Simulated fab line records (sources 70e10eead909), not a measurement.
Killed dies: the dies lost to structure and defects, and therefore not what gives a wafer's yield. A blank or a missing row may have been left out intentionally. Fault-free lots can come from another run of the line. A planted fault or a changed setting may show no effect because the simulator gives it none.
Comparing a struck lot with a sound one ; flow nand harc ; 13 out of 1302 route steps
Sound: wafers L732.2, L732.3, L732.6. Struck: wafers L741.1, L741.3. (L741.6 of the same lot was not struck and is left out.) The cause comes at the end.
Each step with rows lists, per side, the tool, then ch with its chambers, then its first start. Under that, the readings that differ: sound wafers ; struck wafers ; difference of the means ; sigmas: that difference in standard deviations of wafers without a fault.
alike: readings whose means differ by less than 2 such deviations, and words and numbers that are the same on both sides. not compared: withheld readings, readings that some wafer has no value for, bounds like >300 that may hide the same value, and numbers for which the record gives no deviation and whose values overlap.
Wherever a step has rows on one side only, a row that says differs or no value, or a row with sigmas, the two part there. When numbers do not overlap yet have no deviation, they are printed without sigmas and do not part them. A reading missing from all wafers of one side parts the sides only when that side holds two or more wafers.

NHARC_A_SLIT_CD_MEAS_21:
  sound: cd sem-03 at day 21 07:31; struck: cd sem-01 at day 25 22:43
  alike: cd nm
then, 3 steps without rows for these wafers: NHARC_A_SIN_REMOVE_WET_00 (chemistry H3PO4, time 15300 s); NHARC_A_SIN_REMOVE_PRECLEAN_01 (cleans in SC1); NHARC_A_SIN_REMOVE_SRD_02.
NHARC_A_SIN_REMOVE_INSPECT_04:
  sound: defect inspect-02 at day 21 14:07; struck: defect inspect-02 at day 26 05:22
  alike: raw defect count
NHARC_A_WL_FILL_ALD_00: deposits Al2O3, target thk 3 nm, pulse time 3 s, ald cycles 30.
  sound on ald hk-03 ch 0,1,2, day 21 14:11; struck on ald hk-03 ch 0,2, day 26 05:34
  alike: heater power w, precursor pulse height rel, susceptor temp C
NHARC_A_WL_FILL_RTA_01: time 5 s.
  sound on rtp anneal-02 ch 0, day 21 14:28; struck on rtp anneal-02 ch 0, day 26 05:51
  alike: lamp power pct, wafer_temp_C_max
then, 1 step without rows for these wafers: NHARC_A_WL_FILL_ALD_02 (deposits TiN, target thk 2 nm, pulse time 3 s, ald cycles 100).
NHARC_A_WL_FILL_CVD_03: deposits W, target thk 40 nm, time 279 s.
  sound on cvd w-01 ch 0,1, day 21 15:05; struck on cvd w-02 ch 0,1, day 26 06:41
reading;sound;struck;difference;sigmas
susceptor temp C (C);- - -;300.10 300.01;no value on the sound wafers;
  alike: heater power w, throttle valve pct
NHARC_A_WL_FILL_ETCHBACK_04: etches the open film in NF3, target depth 60 nm, time 120 s.
  sound on rie metal-02 ch 0,1, day 21 15:28; struck on rie metal-02 ch 0,1, day 26 07:02
  alike: drypump motor current A, he backside leak sccm, oes product au, run length s
  not compared: rf hours counter h
NHARC_A_WL_FILL_ETCHBACK_05: etches the open film in Cl2/BCl3, target depth 22 nm, time 60 s.
  sound on rie metal-02 ch 1, day 21 15:43; struck on rie metal-02 ch 0,1, day 26 07:15
reading;sound;struck;difference;sigmas
run length s (s);80.2 80.4 80.5;83.3 83.8;+3.2;+7
  alike: drypump motor current A, he backside leak sccm, oes product au
  not compared: rf hours counter h
NHARC_A_WL_FILL_STRIP_27: strips in N2/H2, time 20 s.
  sound on plasma asher-02 ch 1, day 21 15:52; struck on plasma asher-01 ch 0, day 26 07:23
reading;sound;struck;difference;sigmas
drypump motor current A (A);6.7 6.7 6.7;5.5 5.5;-1.2;-2
  alike: heater power w
  not compared: rf hours counter h
NHARC_END_SORT_01:
  the record has rows for the sound wafers here (prober-01 ch 0, day 25 15:20) and none for the struck ones

## WHERE THEY PART
First at NHARC_A_WL_FILL_CVD_03; last, within this record, at NHARC_END_SORT_01.

WHY: the cause the simulator had injected
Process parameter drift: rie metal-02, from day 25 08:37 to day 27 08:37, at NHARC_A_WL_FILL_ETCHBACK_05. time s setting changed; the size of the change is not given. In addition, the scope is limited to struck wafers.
